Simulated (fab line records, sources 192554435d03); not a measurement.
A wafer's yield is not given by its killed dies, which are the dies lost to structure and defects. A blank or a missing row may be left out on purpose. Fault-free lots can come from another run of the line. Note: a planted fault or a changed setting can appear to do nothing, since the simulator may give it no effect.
Which tool is to blame? ; flow n5 finfet ; 8 lots with 24 wafers sampled at 5 steps, on a route of 1938 steps

== WHAT EACH GAUGE READ, for each wafer ==
N5_BEOL_M4_RC_MEAS_101. Usual: DIBL_N 37.1 mV/V, standard deviation 1.8; DIBL_P 37.2 mV/V, standard deviation 2.1; IOFF_N 0.17 nA/um, standard deviation 0.033; IOFF_N_85C 3.3 nA/um, standard deviation 0.53; IOFF_N_LIN 0.078 nA/um, standard deviation 0.012; IOFF_N_LONG 5.47e-05 nA/um, standard deviation 2.6e-06; IOFF_P 0.22 nA/um, standard deviation 0.037; IOFF_P_85C 3.7 nA/um, standard deviation 0.53; IOFF_P_LIN 0.100 nA/um, standard deviation 0.014; IOFF_P_LONG 0.000102 nA/um, standard deviation 1e-05; ION_N 680 uA/um, standard deviation 11; ION_P 464 uA/um, standard deviation 7.7; SS_N 71.7 mV/dec, standard deviation 0.63; SS_P 73.6 mV/dec, standard deviation 0.67; VT_N 248.9 mV, standard deviation 2.9; VT_N_LONG 275.3 mV, standard deviation 1.8; VT_N_LVT 97 mV, standard deviation 3; VT_P -251 mV, standard deviation 3.6; VT_P_LONG -277 mV, standard deviation 3.5; VT_P_LVT -99 mV, standard deviation 3.1.
lot;measured;on;DIBL_N (mV/V);DIBL_P (mV/V);IOFF_N (nA/um);IOFF_N_85C (nA/um);IOFF_N_LIN (nA/um);IOFF_N_LONG (nA/um);IOFF_P (nA/um);IOFF_P_85C (nA/um);IOFF_P_LIN (nA/um);IOFF_P_LONG (nA/um);ION_N (uA/um);ION_P (uA/um);SS_N (mV/dec);SS_P (mV/dec);VT_N (mV);VT_N_LONG (mV);VT_N_LVT (mV);VT_P (mV);VT_P_LONG (mV);VT_P_LVT (mV);flag
L687;day 9 01:41;prober-02;37.2 34.4 36.1;37.9 34.7 36.9;0.19 0.15 0.16;3.6 2.9 3.1;0.086 0.071 0.077;5.9e-05 5.96e-05 5.75e-05;0.27 0.20 0.24;4.4 3.5 4.1;0.122 0.101 0.115;0.000117 0.000111 0.000115;674 675 679;466 464 473;71.7 72.2 72.1;73.9 72.8 74.3;244.5 250.0 250.0;271.1 270.3 273.5;95 99 97;-245 -248 -245;-272 -272 -272;-95 -98 -98;
L689;day 8 22:56;prober-02;38.7 35.8 34.1;40.6 36.7 33.8;0.22 0.14 0.12;4.1 2.9 2.5;0.097 0.069 0.058;5.19e-05 5.15e-05 5.25e-05;0.26 0.18 0.15;4.1 3.1 2.6;0.110 0.087 0.074;0.000101 8.9e-05 9.8e-05;701 676 667;473 455 454;72.0 71.4 71.0;74.6 73.2 72.5;242.9 251.4 251.3;276.1 276.1 275.9;93 99 101;-248 -256 -256;-280 -278 -277;-98 -102 -104;
L694;day 10 03:49;prober-01;37.7 37.6 34.5;37.9 37.6 35.4;0.15 0.16 0.11;3.0 3.0 2.3;0.068 0.070 0.055;4.85e-05 4.98e-05 4.86e-05;0.19 0.18 0.15;3.3 3.2 2.8;0.087 0.083 0.076;9.6e-05 9.3e-05 9e-05;665 673 655;458 454 452;71.3 71.9 70.6;74.0 72.9 73.1;251.8 252.4 255.9;278.0 276.8 278.8;102 99 103;-255 -257 -258;-283 -285 -281;-104 -105 -106;
L695;day 10 19:17;prober-01;35.6 38.3 34.8;35.8 37.0 34.9;0.15 0.19 0.14;2.9 3.5 2.7;0.071 0.082 0.067;5.4e-05 5.51e-05 5.49e-05;0.20 0.23 0.19;3.5 3.8 3.3;0.096 0.103 0.091;0.000102 0.000103 0.000111;675 691 678;466 470 464;71.2 71.7 70.5;73.9 73.9 72.2;249.1 249.9 250.8;274.6 275.6 273.7;98 96 99;-251 -249 -254;-274 -274 -276;-98 -96 -99;
L697;day 11 00:59;prober-01;38.3 37.0 35.7;38.8 36.4 34.3;0.01 0.16 0.14;0.3 3.1 2.8;0.004 0.076 0.066;1.97e-05 5.53e-05 5.42e-05;0.53 0.21 0.17;7.9 3.6 3.1;0.244 0.100 0.086;0.000195 9.9e-05 9e-05;494 691 672;497 468 457;71.8 71.1 71.4;75.1 73.4 72.9;331.6 248.5 251.5;357.2 273.7 276.3;178 97 100;-224 -252 -251;-256 -278 -279;-75 -98 -102;OFF
L698;day 11 19:04;prober-02;39.2 37.0 38.2;40.1 38.1 39.8;0.20 0.16 0.20;3.8 3.2 3.8;0.087 0.075 0.090;5.34e-05 5.29e-05 5.37e-05;0.23 0.19 0.23;4.0 3.4 4.1;0.100 0.090 0.103;9.5e-05 8.8e-05 9.7e-05;673 679 686;452 458 465;72.7 71.3 72.0;74.4 74.2 74.5;249.5 249.1 248.2;274.9 277.3 273.8;95 98 94;-252 -253 -250;-283 -280 -278;-101 -102 -99;
L708;day 14 10:52;prober-02;39.5 40.7 37.4;39.0 38.9 35.8;0.18 0.21 0.16;3.5 3.9 3.0;0.080 0.085 0.071;5.24e-05 5.34e-05 5.38e-05;0.24 0.24 0.20;4.2 4.2 3.5;0.109 0.109 0.095;0.000101 0.000111 0.000114;664 678 680;463 461 461;71.9 73.2 71.3;73.9 74.5 73.8;249.3 247.9 250.8;275.1 277.4 276.7;98 98 100;-248 -247 -250;-278 -275 -276;-98 -98 -99;
L709;day 14 13:47;prober-02;40.8 35.2 37.1;40.8 34.0 36.9;0.27 0.13 0.18;5.0 2.7 3.5;0.111 0.064 0.080;5.83e-05 5.62e-05 5.69e-05;0.34 0.20 0.25;5.5 3.5 4.4;0.145 0.101 0.119;0.000114 0.000117 0.000121;703 677 679;477 463 467;73.1 72.0 71.7;74.0 72.0 73.6;242.1 251.3 248.0;273.1 275.4 273.6;91 102 98;-241 -248 -244;-270 -273 -273;-92 -98 -95;

== TOOL THAT RAN EACH LOT (tool first, then ch and the chambers of the sampled wafers, then the start) ==
lot;N5_HKMG_FIN_NWFM_ALD_20;N5_HKMG_FIN_ALD_71;N5_HKMG_FIN_STRIP_90;N5_HKMG_FIN_STRIP_69
L687;ald metal-04 ch 0,2, day 4 23:44;ald metal-04 ch 0,2, day 4 23:50;rie diel-01 ch 1,2, day 5 00:14;plasma asher-02 ch 0,1, day 5 00:33
L689;ald metal-02 ch 0,1,3, day 5 07:55;ald metal-02 ch 0,1,3, day 5 08:01;rie diel-01 ch 0,2, day 5 08:35;plasma asher-02 ch 0,1, day 5 08:53
L694;ald metal-04 ch 0,2,3, day 6 06:10;ald metal-04 ch 0,2,3, day 6 06:16;rie diel-01 ch 0,1,2, day 6 06:53;plasma asher-01 ch 0,1, day 6 07:11
L695;ald metal-02 ch 0,1,3, day 6 12:01;ald metal-02 ch 0,1,3, day 6 12:07;rie diel-01 ch 0,1,3, day 6 12:34;plasma asher-02 ch 0,1, day 6 12:53
L697;ald metal-04 ch 1,3, day 7 01:57;ald metal-04 ch 1,3, day 7 02:02;rie diel-05 ch 0,1,3, day 7 02:26;plasma asher-01 ch 0,1, day 7 02:44
L698;ald metal-01 ch 2,3, day 7 14:40;ald metal-01 ch 2,3, day 7 14:46;rie diel-03 ch 0,1, day 7 15:10;plasma asher-01 ch 0,1, day 7 15:35
L708;ald metal-01 ch 0,1,3, day 9 17:52;ald metal-01 ch 0,1,3, day 9 17:58;rie diel-03 ch 0,1,2, day 9 18:23;plasma asher-02 ch 0,1, day 9 18:48
L709;ald metal-01 ch 0,1,2, day 10 02:52;ald metal-01 ch 0,1,2, day 10 02:58;rie diel-01 ch 0,2, day 10 03:22;plasma asher-02 ch 0,1, day 10 03:40
- N5_HKMG_FIN_NWFM_ALD_20: deposits TiAlC, target thk 2 nm, pulse time 3 s, purge time 2 s.
- N5_HKMG_FIN_ALD_71: deposits TiN, target thk 1 nm, pulse time 1 s, purge time 3 s.
- N5_HKMG_FIN_STRIP_90: strips SOC in N2/H2, time 20 s.
- N5_HKMG_FIN_STRIP_69: strips in N2/H2, time 360 s.

== AS READ BY THE TOOLS THEMSELVES (means over the sampled wafers that have a number; for cases with no such wafer, the mark the record gives instead) ==
N5_HKMG_FIN_NWFM_ALD_20. Usual: heater power w 492 W, standard deviation 57; precursor pulse height rel 1.002, standard deviation 0.02.
lot;tool;heater power w (W);precursor pulse height rel;flag
L687;ald metal-04;521;1.004;
L689;ald metal-02;492;1.015;
L694;ald metal-04;468;1.011;
L695;ald metal-02;487;1.006;
L697;ald metal-04;475;1.028;
L698;ald metal-01;507;0.998;
L708;ald metal-01;490;1.010;
L709;ald metal-01;470;1.002;

N5_HKMG_FIN_ALD_71. Usual: heater power w 881 W, standard deviation 110; precursor pulse height rel 1.000, standard deviation 0.018.
lot;tool;heater power w (W);precursor pulse height rel;flag
L687;ald metal-04;955;1.020;
L689;ald metal-02;877;1.005;
L694;ald metal-04;842;0.996;
L695;ald metal-02;878;0.993;
L697;ald metal-04;837;1.016;
L698;ald metal-01;915;0.996;
L708;ald metal-01;877;0.991;
L709;ald metal-01;841;1.012;

N5_HKMG_FIN_STRIP_90. Usual: drypump motor current A 5.5 A, standard deviation 0.51; oes product au 0.80 a.u., standard deviation 0.066; rf vpp V 54.2 V, standard deviation 0.93; showerhead plenum p Torr 3.41 Torr, standard deviation 0.11; throttle valve pct 19.11 %, standard deviation 0.21.
lot;tool;drypump motor current A (A);oes product au (a.u.);rf vpp V (V);showerhead plenum p Torr (Torr);throttle valve pct (%);flag
L687;rie diel-01;5.1;0.81;54.5;3.46;18.93;
L689;rie diel-01;5.9;0.80;54.5;3.44;19.05;
L694;rie diel-01;5.5;0.81;53.2;3.44;18.96;
L695;rie diel-01;5.7;0.82;54.2;3.44;18.97;
L697;rie diel-05;5.5;0.85;54.4;3.36;19.21;
L698;rie diel-03;5.6;0.78;54.0;3.48;19.18;
L708;rie diel-03;5.4;0.76;54.4;3.42;19.16;
L709;rie diel-01;5.4;0.74;55.5;3.43;19.13;

N5_HKMG_FIN_STRIP_69. Usual: drypump motor current A 5.8 A, standard deviation 0.41; heater power w 498 W, standard deviation 63.
lot;tool;drypump motor current A (A);heater power w (W);flag
L687;plasma asher-02;5.6;547;
L689;plasma asher-02;5.9;562;
L694;plasma asher-01;5.9;458;
L695;plasma asher-02;5.6;549;
L697;plasma asher-01;5.8;424;
L698;plasma asher-01;5.8;427;
L708;plasma asher-02;5.6;559;
L709;plasma asher-02;5.9;554;

== THE ANSWER, worked out from the rows above alone ==
Rule: take the mean of a lot's wafers that have a number; if it is more than 3 standard deviations from the usual mean, the lot is off. A lot without any number at a reading at which 4 lots or more have one is off too. Where the step has rows for the other lots, those lots are counted as sound. The gauges are gone through in route order, then the tools' own readings, and for those a lot's mean is taken as printed above. The first step at which some lot is off is used, and at that step the reading that is off furthest; a lot without a number counts as furthest.
Off: at N5_BEOL_M4_RC_MEAS_101 (VT_N_LONG), L697.
A tool fits if, at a process step before that reading, it ran every lot that is off, and no sound lot after the first of them. Gauges at N5_BEOL_M4_RC_MEAS_101: tried the same way as those tools. Can't be told from this: 3 tools fit, ald metal-04 at N5_HKMG_FIN_NWFM_ALD_20 and N5_HKMG_FIN_ALD_71, rie diel-05 at N5_HKMG_FIN_STRIP_90, prober-01 at N5_BEOL_M4_RC_MEAS_101.

== WHAT WAS PUT IN BY THE SIMULATOR ==
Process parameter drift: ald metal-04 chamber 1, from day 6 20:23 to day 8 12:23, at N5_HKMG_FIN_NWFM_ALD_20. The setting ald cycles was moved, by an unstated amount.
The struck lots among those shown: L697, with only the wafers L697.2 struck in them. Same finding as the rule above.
